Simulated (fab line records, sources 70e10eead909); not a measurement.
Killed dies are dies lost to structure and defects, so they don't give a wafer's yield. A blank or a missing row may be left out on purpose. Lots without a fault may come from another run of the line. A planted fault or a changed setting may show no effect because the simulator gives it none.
fab line records | flow nand_harc
record lots=13 wafers=39 last_day=33
route steps=1302 shown P_ZERO_WELL@56 P_STI@84
lots that met no fault: from a run of the same line without faults
start_h: hours from the record's first day to the start of the lot's first wafer shown | wait_h: hours since the lot's step before | " the same as in the row above | L1.1+2: a row that stands for several wafers | - no value, or no start given | * or withheld: withheld | < > ~ a bound
route shown NAME@n: a module of which the file shows steps, and the number in the route of the first | usual: mean/standard deviation of fault-free wafers | same: alike in all rows | chamber/n: place in a boat | sites: the reading at each site | _std_site: their standard deviation | _edge_site: outer sites' mean less inner sites' | radius_mm: how far each site lies from the wafer's centre | mask NAME#n: copy n | behind: the tool/chamber that last shaped the wafer | hold: why the lot was held/for how many hours/how that ended | device: the transistor (n, p or np) that didn't switch | end of line: the same wafers' tests at the end of the route | a step without rows: its recipe alone | killed: dies lost to structure and defects at the first sort, not the wafer's yield | map: a wafer's dies, x killed, . not, _ none there
set.NAME: the setting as run; set.NAME@STEP: as run at that earlier step | model.NAME: the simulator's own value behind a step, which no gauge read
steps of the route over a sample of lots; a table a step, a row a wafer
services: from which hour (start_h, from the record's first day; less than 0 if before it) a tool's chamber was out of use, for how many hours, and why
## steps
# step NHARC_P_ZERO_WELL_EXPOSE_49
# recipe na=0.6 target_cd_nm=2000 dose_mj=22.64 mask_id=P_HVPW
# same na=0.6
# columns lot.wafer tool chamber start_h wait_h mask
L947.2+5+6 krf_scanner-01 0 35.62 - P_HVPW#0
L948.1+3+4 krf_scanner-01 0 45.45 - P_HVPW#0
L949.1+3+4 krf_scanner-02 0 55.59 - P_HVPW#0
L950.2+3+6 krf_scanner-03 0 65.89 - P_HVPW#0
L952.4+5+6 krf_scanner-03 0 85.64 - P_HVPW#0
L953.1+2+6 krf_scanner-01 0 95.72 - P_HVPW#0
L955.1+4+6 krf_scanner-02 0 115.45 - P_HVPW#0
L957.1+2+6 krf_scanner-01 0 136.29 - P_HVPW#0
L958.2+3+5 krf_scanner-03 0 145.65 - P_HVPW#0
L960.1+3+4 krf_scanner-01 0 165.62 - P_NWELL#0
L962.1+3+6 krf_scanner-03 0 186.25 - P_HVPW#0
L963.1+4+5 krf_scanner-02 0 195.69 - P_HVPW#0
L968.4+5+6 krf_scanner-02 0 247.93 - P_HVPW#0
# step NHARC_P_ZERO_WELL_CD_MEAS_52
# recipe target_cd_nm=2000 landing_energy_ev=500
# usual cd_nm=2000.7/3
# same landing_energy_ev=500
# columns lot.wafer tool chamber start_h wait_h cd_nm
L947.2 cd_sem-01 0 35.77 - 1996.8
L947.5 " 0 " " 1999.0
L947.6 " 0 " " 2003.0
L948.1 cd_sem-03 0 45.61 - 2001.8
L948.3 " 0 " " 2002.8
L948.4 " 0 " " 2002.5
L949.1 cd_sem-01 0 55.74 - 2000.9
L949.3 " 0 " " 2001.5
L949.4 " 0 " " 1996.8
L950.2 cd_sem-03 0 66.04 - 2001.9
L950.3 " 0 " " 2002.0
L950.6 " 0 " " 1999.7
L952.4 cd_sem-01 0 85.79 - 1997.4
L952.5 " 0 " " 2004.1
L952.6 " 0 " " 2001.8
L953.1 cd_sem-01 0 95.89 - 2001.3
L953.2 " 0 " " 2001.0
L953.6 " 0 " " 2002.2
L955.1 cd_sem-01 0 115.60 - 2006.6
L955.4 " 0 " " 1997.5
L955.6 " 0 " " 2002.4
L957.1 cd_sem-02 0 136.44 - 2001.0
L957.2 " 0 " " 1999.3
L957.6 " 0 " " 1999.5
L958.2 cd_sem-01 0 145.80 - 2000.5
L958.3 " 0 " " 1997.4
L958.5 " 0 " " 1997.4
L960.1 cd_sem-02 0 165.78 - -
L960.3 " 0 " " -
L960.4 " 0 " " -
L962.1 cd_sem-02 0 186.41 - 2002.3
L962.3 " 0 " " 2004.9
L962.6 " 0 " " 2001.6
L963.1 cd_sem-03 0 195.85 - 2000.6
L963.4 " 0 " " 1997.7
L963.5 " 0 " " 1995.3
L968.4 cd_sem-02 0 248.07 - 2005.6
L968.5 " 0 " " 2003.5
L968.6 " 0 " " 2003.6
# step NHARC_P_ZERO_WELL_DESCUM_54
# recipe time_s=3 o2_flow_sccm=200 ar_flow_sccm=0 bias_power_w=0 chemistry=O2
# usual chamber_pressure_mTorr=59.99/0.056 drypump_motor_current_A=5.6/0.46 oes_product_au=1.003/0.014 rf_vpp_V=57.6/0.93 showerhead_plenum_p_Torr=1.90/0.069 throttle_valve_pct=11.312/0.01
# same time_s=3
# columns lot.wafer tool chamber start_h wait_h chamber_pressure_mTorr drypump_motor_current_A oes_product_au rf_hours_counter_h rf_vpp_V showerhead_plenum_p_Torr throttle_valve_pct
L947.2 rie_diel-13 0 35.92 - 60.05 4.7 1.022 13 59.1 2.02 11.322
L947.5 " 0 " " 60.06 4.7 1.012 - 57.7 2.02 11.310
L947.6 " 1 " " 60.01 6.2 1.016 - 57.9 1.86 11.296
L948.3 rie_diel-13 2 45.77 - 59.92 5.7 0.978 17 57.4 1.80 11.321
L948.4 " 3 " " 60.01 5.9 0.998 15 56.9 1.91 11.318
L948.1 " 0 " " 59.93 4.7 1.013 18 57.8 2.02 11.318
L949.1 rie_diel-13 3 55.92 - 59.88 5.8 1.013 20 56.3 1.91 11.311
L949.3 " 0 " " 60.07 4.7 1.020 23 58.3 2.02 11.299
L949.4 " 1 " " 59.96 6.2 1.018 23 57.0 1.86 11.312
L950.2 rie_diel-04 3 66.26 - 60.01 5.4 1.002 18 58.1 1.84 11.303
L950.3 " 1 " " 60.01 5.5 0.987 20 58.5 1.91 11.330
L950.6 " 3 " " 59.95 5.4 1.002 - 59.0 1.84 11.314
L952.4 rie_diel-12 0 85.94 - 60.05 6.2 0.974 45 57.8 1.87 11.306
L952.5 " 0 " " 60.02 6.2 0.969 - 57.2 1.87 11.320
L952.6 " 1 " " 59.93 5.4 1.000 - 57.0 1.79 11.330
L953.2 rie_diel-04 2 96.05 - 60.02 5.1 1.022 30 58.7 1.95 11.310
L953.1 " 3 " " 59.99 5.4 1.018 28 57.8 1.84 11.305
L953.6 " 3 " " 60.02 5.4 1.012 - 57.6 1.84 11.317
L955.4 rie_diel-04 1 115.78 - 59.92 5.5 0.994 36 57.7 1.90 11.308
L955.1 " 2 " " 59.93 5.2 1.023 38 57.6 1.95 11.317
L955.6 " 2 " " 60.03 5.1 1.026 - 58.0 1.95 11.292
L957.2 rie_diel-12 3 136.60 - 59.90 6.1 0.989 10 55.4 1.97 11.321
L957.1 " 0 " " 60.01 6.2 0.973 9 57.8 1.87 11.336
L957.6 " 0 " " 59.98 6.2 0.976 - 57.6 1.87 11.316
L958.3 rie_diel-13 0 145.96 - 59.95 4.7 1.017 46 56.8 2.01 11.320
L958.2 " 1 " " 59.95 6.2 0.994 54 58.6 1.85 11.310
L958.5 " 1 " " 60.10 6.2 0.985 - 56.1 1.85 11.313
L960.3 rie_diel-12 2 165.95 - 60.09 5.1 1.003 21 57.2 1.96 11.320
L960.1 " 3 " " 59.90 6.1 0.994 14 58.0 1.97 11.302
L960.4 " 0 " " 59.91 6.2 0.995 18 58.7 1.87 11.313
L962.1 rie_diel-13 2 186.58 - 60.05 5.7 1.020 5 58.3 1.79 11.329
L962.3 " 3 " " 59.96 5.9 1.004 6 57.7 1.90 11.321
L962.6 " 2 " " 60.03 5.7 1.010 - 57.3 1.79 11.322
L963.1 rie_diel-12 0 196.03 - 59.94 6.2 0.991 28 56.9 1.86 11.307
L963.4 " 1 " " 60.03 5.4 1.027 30 56.9 1.78 11.302
L963.5 " 2 " " 59.94 5.1 0.990 - 56.9 1.95 11.301
L968.4 rie_diel-04 0 248.25 - 60.07 6.0 0.994 25 57.4 1.95 11.296
L968.5 " 2 " " 60.03 5.1 1.026 - 57.2 1.94 11.313
L968.6 " 3 " " 60.00 5.4 1.031 - 55.7 1.82 11.322
# step NHARC_P_ZERO_WELL_INSPECT_43
# usual raw_defect_count=13/6.2
# columns lot.wafer tool chamber start_h wait_h raw_defect_count
L947.2 defect_inspect-01 - 37.58 0.5 12
L947.5 " - " " 5
L947.6 " - " " 4
L948.1 defect_inspect-02 - 47.41 0.6 6
L948.3 " - " " 7
L948.4 " - " " 6
L949.1 defect_inspect-01 - 57.59 0.6 22
L949.3 " - " " 13
L949.4 " - " " 11
L950.2 defect_inspect-01 - 67.91 0.5 10
L950.3 " - " " 10
L950.6 " - " " 8
L952.4 defect_inspect-01 - 87.61 0.2 19
L952.5 " - " " 20
L952.6 " - " " 18
L953.1 defect_inspect-01 - 97.71 0.6 11
L953.2 " - " " 9
L953.6 " - " " 12
L955.1 defect_inspect-02 - 117.42 0.6 12
L955.4 " - " " 11
L955.6 " - " " 9
L957.1 defect_inspect-01 - 138.31 0.6 10
L957.2 " - " " 24
L957.6 " - " " 24
L958.2 defect_inspect-01 - 147.61 0.5 17
L958.3 " - " " 9
L958.5 " - " " 9
L960.1 defect_inspect-02 - 167.60 0.6 10
L960.3 " - " " 21
L960.4 " - " " 16
L962.1 defect_inspect-01 - 188.21 0.6 20
L962.3 " - " " 14
L962.6 " - " " 25
L963.1 defect_inspect-02 - 197.65 0.6 20
L963.4 " - " " 31
L963.5 " - " " 7
L968.4 defect_inspect-01 - 249.89 0.2 11
L968.5 " - " " 17
L968.6 " - " " 15
# step NHARC_P_STI_OVL_MEAS_10
# usual overlay_x_nm=3/4.9 overlay_y_nm=0/6.1
# columns lot.wafer tool chamber start_h wait_h overlay_x_nm overlay_y_nm
L947.2 overlay-02 - 53.76 - 0 1
L947.5 " - " " 1 1
L947.6 " - " " 1 1
L948.1 overlay-01 - 62.69 - 14 -5
L948.3 " - " " 14 -5
L948.4 " - " " 14 -4
L949.1 overlay-01 - 72.21 - 1 8
L949.3 " - " " 1 9
L949.4 " - " " 1 8
L950.2 overlay-01 - 83.35 - 4 -1
L950.3 " - " " 4 -1
L950.6 " - " " 4 -1
L952.4 overlay-01 - 105.09 - 6 -5
L952.5 " - " " 6 -6
L952.6 " - " " 6 -5
L953.1 overlay-01 - 112.85 - 1 1
L953.2 " - " " 1 1
L953.6 " - " " 1 1
L955.1 overlay-02 - 134.66 - 2 7
L955.4 " - " " 2 7
L955.6 " - " " 2 6
L957.1 overlay-01 - 156.24 - -3 5
L957.2 " - " " -3 6
L957.6 " - " " -3 6
L958.2 overlay-01 - 165.02 - 7 -7
L958.3 " - " " 6 -7
L958.5 " - " " 7 -7
L962.1 overlay-01 - 204.69 - 2 16
L962.3 " - " " 2 16
L962.6 " - " " 2 16
L963.1 overlay-01 - 212.64 - 7 -1
L963.4 " - " " 7 0
L963.5 " - " " 7 0
L968.4 overlay-02 - 267.67 - 0 3
L968.5 " - " " 1 3
L968.6 " - " " 0 3
## services
# columns tool chamber start_h hours kind
rie_diel-12 0 13.35 1.3 repair
krf_scanner-03 - 40.45 0.8 repair
rie_diel-13 - 46.06 1.0 repair
krf_scanner-01 - 49.94 0.4 repair
krf_scanner-01 - 50.39 0.6 repair
krf_scanner-03 - 52.03 4.0 pm
krf_scanner-03 - 64.37 0.3 repair
rie_diel-13 3 64.63 4.5 repair
krf_scanner-01 - 81.59 9.1 repair
rie_diel-12 2 87.29 2.9 repair
rie_diel-13 0 88.75 10.1 repair
rie_diel-12 - 91.51 9.0 pm
krf_scanner-02 - 95.98 2.4 repair
krf_scanner-02 - 100.46 4.0 pm
rie_diel-13 3 106.02 23.5 repair
krf_scanner-01 - 140.00 4.0 pm
krf_scanner-03 - 141.15 0.9 repair
rie_diel-04 0 145.55 14.1 repair
rie_diel-13 3 157.57 14.4 repair
rie_diel-13 - 165.81 9.0 pm
rie_diel-13 - 193.10 2.0 repair
rie_diel-13 1 219.09 2.7 repair
krf_scanner-01 - 231.85 0.8 repair
rie_diel-13 2 232.47 8.2 repair
## key
first_sign step=NHARC_P_ZERO_WELL_EXPOSE_49 reading=mask direction=changed
effect step=NHARC_P_ZERO_WELL_CD_MEAS_52 reading=cd_nm direction=missing
met_at NHARC_P_ZERO_WELL_EXPOSE_49
struck_lots L960
later_rows_left_out L960.1,L960.3,L960.4
sort_left_out L960.1,L960.3,L960.4
tester_left_out L960
not_acting_at NHARC_P_ZERO_WELL_DESCUM_54,NHARC_P_ZERO_WELL_INSPECT_43,NHARC_P_STI_OVL_MEAS_10
onset_between 136.29 165.62
fault kind=wrong_mask tool=any chamber=- onset_h=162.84 steps=NHARC_P_ZERO_WELL_EXPOSE_49 aux_copy=P_NWELL#0 scope=struck_lots_only
# tester_left_out: of these lots the tester's yield and bins aren't shown, on N5 and GAA mostly nor the transistor test; their killed dies are dies lost to structure and defects alone, not to doping, threshold or leakage, so they don't give the yield
# sort_left_out: the simulated sort isn't trusted on such a fault, so these wafers' sort isn't shown, and their yield isn't known
# later_rows_left_out: the simulator's readings of these wafers behind a module that went badly wrong aren't trusted and aren't shown, but for the sort
